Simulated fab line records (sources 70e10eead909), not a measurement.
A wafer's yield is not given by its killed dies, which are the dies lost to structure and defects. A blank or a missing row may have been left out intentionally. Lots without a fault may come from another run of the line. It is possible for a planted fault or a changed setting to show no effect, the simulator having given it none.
A lot that was struck, set against a sound lot | flow nand-harc | 13 out of 1159 route steps
Sound: wafers L481.1, L481.2, L481.4. Struck: wafer L475.1 (left out: L475.2, L475.6 of the same lot, which were not struck); the cause appears at the end.
At each step with rows: each side's tool, then ch and its chambers, then its first start. Under that, the readings that differ: sound wafers | struck wafers | difference of the means | sigmas: that difference in standard deviations of wafers without a fault.
alike: words and numbers the same on both sides, and readings whose means are apart by under 2 such deviations; not compared: readings that were withheld, readings missing a value for some wafer, numbers with overlapping values and no deviation given by the record, and bounds like >300 which may hide the same value.
A row with sigmas, a row that says differs or no value, or rows on one side alone: a step with any of these is where the two part. Non-overlapping numbers with no deviation appear without sigmas and do not part them. Lack of a reading on every wafer of one side parts them only where that side has two or more wafers.

first, 1 step without rows for these wafers: NHARC_A_SLIT_SRD_20.
NHARC_A_SLIT_CD_MEAS_21:
  sound: cd-sem-03 at day 19 00:47; struck: cd-sem-03 at day 17 13:55
  reading    | sound             | struck | difference | sigmas
  cd-nm (nm) | 291.5 289.6 290.8 | 287.8  | -2.8       | -2
then, 3 steps without rows for these wafers: NHARC_A_SIN_REMOVE_WET_00 (chemistry H3PO4, time 15300 s); NHARC_A_SIN_REMOVE_PRECLEAN_01 (cleans in SC1); NHARC_A_SIN_REMOVE_SRD_02.
NHARC_A_SIN_REMOVE_INSPECT_04:
  sound: defect-inspect-01 at day 19 08:17; struck: defect-inspect-02 at day 17 21:36
  alike: raw-defect-count
NHARC_A_WL_FILL_ALD_00: deposits Al2O3, target thk 3 nm, pulse time 3 s, ald cycles 30.
  sound on ald-hk-03 ch 0,2,3, day 19 08:20; struck on ald-hk-04 ch 2, day 17 21:40
  alike: heater-power-w, precursor-pulse-height-rel
NHARC_A_WL_FILL_RTA_01: time 5 s.
  sound on rtp-anneal-02 ch 0, day 19 08:36; struck on rtp-anneal-01 ch 0, day 17 22:03
  reading             | sound             | struck | difference | sigmas
  lamp-power-pct (%)  | 29.64 29.62 29.57 | 30.22  | +0.61      | +2
  lamp_zone_3_pct (%) | 29.63 29.61 29.66 | 30.26  | +0.63      | +2
  alike: wafer_temp_C_max
NHARC_A_WL_FILL_ALD_02: deposits TiN, target thk 2 nm, pulse time 3 s, ald cycles 100.
  sound on ald-metal-01 ch 0,2,3, day 19 08:49; struck on ald-metal-03 ch 2, day 17 22:19
  reading            | sound          | struck | difference | sigmas
  heater-power-w (W) | 1040 1141 1254 | 1337   | +192       | +2
  alike: precursor-pulse-height-rel
NHARC_A_WL_FILL_CVD_03: deposits W, target thk 40 nm, time 3302 s.
  sound on cvd-w-01 ch 0,1, day 19 10:10; struck on cvd-w-02 ch 0, day 18 00:10
  alike: chamber-pressure-Torr, heater-power-w, throttle-valve-pct
NHARC_A_WL_FILL_ETCHBACK_04: etches the open film in NF3, target depth 60 nm, time 120 s.
  sound on rie-metal-02 ch 0,1, day 19 13:29; struck on rie-metal-03 ch 0, day 18 03:30
  reading          | sound             | struck | difference | sigmas
  run-length-s (s) | 141.6 141.0 142.0 | 98.4   | -43.1      | -98
  alike: chamber-pressure-mTorr, drypump-motor-current-A, oes-product-au
  not compared: rf-hours-counter-h
NHARC_A_WL_FILL_ETCHBACK_05: etches the open film in Cl2/BCl3, target depth 22 nm, time 60 s.
  sound on rie-metal-02 ch 0,1, day 19 13:44; struck on rie-metal-03 ch 1, day 18 03:44
  alike: chamber-pressure-mTorr, drypump-motor-current-A, oes-product-au, run-length-s
  not compared: rf-hours-counter-h
-- break in the record here, with 4 days between the starts of the struck wafers on either side (left off in module A_WL_FILL, picked up again in module END, where the first step shown is number 1159 on the route) --
NHARC_END_SORT_01:
  only the struck wafers appear in the record here, on prober-02 ch 0 at day 22 05:07; the sound ones have no rows

== WHERE THEY PART ==
Earliest at NHARC_A_SLIT_CD_MEAS_21; latest, in this record, at NHARC_END_SORT_01.

WHY: whatever the simulator had introduced
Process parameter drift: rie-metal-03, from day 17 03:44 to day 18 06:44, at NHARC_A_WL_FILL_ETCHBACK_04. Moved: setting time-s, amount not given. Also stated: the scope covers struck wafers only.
